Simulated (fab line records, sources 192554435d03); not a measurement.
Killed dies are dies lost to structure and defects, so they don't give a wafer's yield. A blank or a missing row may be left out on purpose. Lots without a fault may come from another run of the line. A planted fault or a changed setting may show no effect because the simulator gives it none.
One fault seen from 2 desks | flow n5_finfet | each desk has only its own numbers; what lay behind them comes last

THE METROLOGY DESK
What the gauges read, lot by lot, whatever tool the lot ran on: means of the sampled wafers that have a number. A lot is out of limits, marked OUT, if its mean lies more than 4 standard deviations from the usual mean; the brackets give that distance. Of its 11 readings 7 are shown: the one that was out of limits first, and those that lie furthest out on some lot.
Columns: A = M3_ILD_THK at N5_BEOL_M3_THK_MEAS_01, usual 79.1 nm; B = DIBL_N at N5_BEOL_M4_RC_MEAS_101, usual 36.0 mV/V; C = DIBL_P at N5_BEOL_M4_RC_MEAS_101, usual 36.2 mV/V; D = IOFF_N at N5_BEOL_M4_RC_MEAS_101, usual 0.155 nA/um; E = ION_N at N5_BEOL_M4_RC_MEAS_101, usual 674 uA/um; F = VT_N at N5_BEOL_M4_RC_MEAS_101, usual 250.0 mV; G = VT_P at N5_BEOL_M4_RC_MEAS_101, usual -251 mV
lot  | first seen here | A              | B    | C    | D     | E   | F     | G
L214 | day 8 07:16     | 79.9           | 34.0 | 33.6 | 0.111 | 657 | 255.0 | -254
L216 | day 9 13:03     | 78.3           | 36.3 | 35.9 | 0.153 | 677 | 250.7 | -252
L217 | day 9 16:52     | 78.2           | 36.0 | 34.4 | 0.144 | 673 | 250.1 | -251
L218 | day 9 19:06     | 79.3           | 36.0 | 37.2 | 0.162 | 683 | 249.0 | -249
L228 | day 11 22:46    | 89.3 (+10) OUT | 34.7 | 35.9 | 0.143 | 665 | 249.8 | -251
L229 | day 12 02:00    | 89.7 (+11) OUT | 37.0 | 35.7 | 0.167 | 676 | 246.4 | -245
L230 | day 12 08:49    | 79.6           | 36.9 | 36.6 | 0.155 | 670 | 250.6 | -252
L231 | day 12 15:20    | 78.3           | 35.2 | 37.6 | 0.143 | 671 | 250.8 | -253
L234 | day 13 22:28    | 79.2           | 35.3 | 36.1 | 0.151 | 673 | 249.2 | -252
This desk's finding: out of limits on L228, L229; first on L228, day 11 22:46 (M3_ILD_THK at N5_BEOL_M3_THK_MEAS_01). In limits: L214, L216, L217, L218, L230, L231, L234.

THE TOOL OWNER'S DESK: pecvd-04
The tool's own readings at N5_BEOL_M3_ILD_DEP_00 (deposits SiOC from DEMS/O2, target thk 79 nm, time 15.3 s): means of the sampled wafers that have a number, for each lot that ran on this tool. A lot is out of limits, marked OUT, if its mean lies more than 4 standard deviations from the usual mean; the brackets give that distance.
Columns: A = heater_power_outer_w at N5_BEOL_M3_ILD_DEP_00, usual 280 W; B = heater_power_w at N5_BEOL_M3_ILD_DEP_00, usual 510 W; C = showerhead_plenum_p_Torr at N5_BEOL_M3_ILD_DEP_00, usual 5.691 Torr; D = throttle_valve_pct at N5_BEOL_M3_ILD_DEP_00, usual 11.8 %
lot  | first seen here | A   | B   | C     | D
L214 | day 8 07:11     | 272 | 490 | 5.698 | 12.0
L218 | day 9 19:02     | 255 | 466 | 5.688 | 11.7
L228 | day 11 22:42    | 284 | 495 | 5.697 | 11.9
L229 | day 12 01:56    | 273 | 497 | 5.691 | 11.9
This desk's finding: nothing out of limits on any of the 4 lots.

PUT TOGETHER
The metrology desk could have raised an alarm at day 11 22:46, on L228, L229.
The tool owner's desk saw nothing out of limits.
The tool owner's desk has L228, L229 on record, within its limits.
Of the lots named, all ran N5_BEOL_M3_ILD_DEP_00 on pecvd-04.

WHAT THE SIMULATOR HAD PUT IN
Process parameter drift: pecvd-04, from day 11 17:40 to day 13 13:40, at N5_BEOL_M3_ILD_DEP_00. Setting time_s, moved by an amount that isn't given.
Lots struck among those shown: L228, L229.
Hours from the fault's start to each desk's first reading out of limits: the metrology desk, 5.
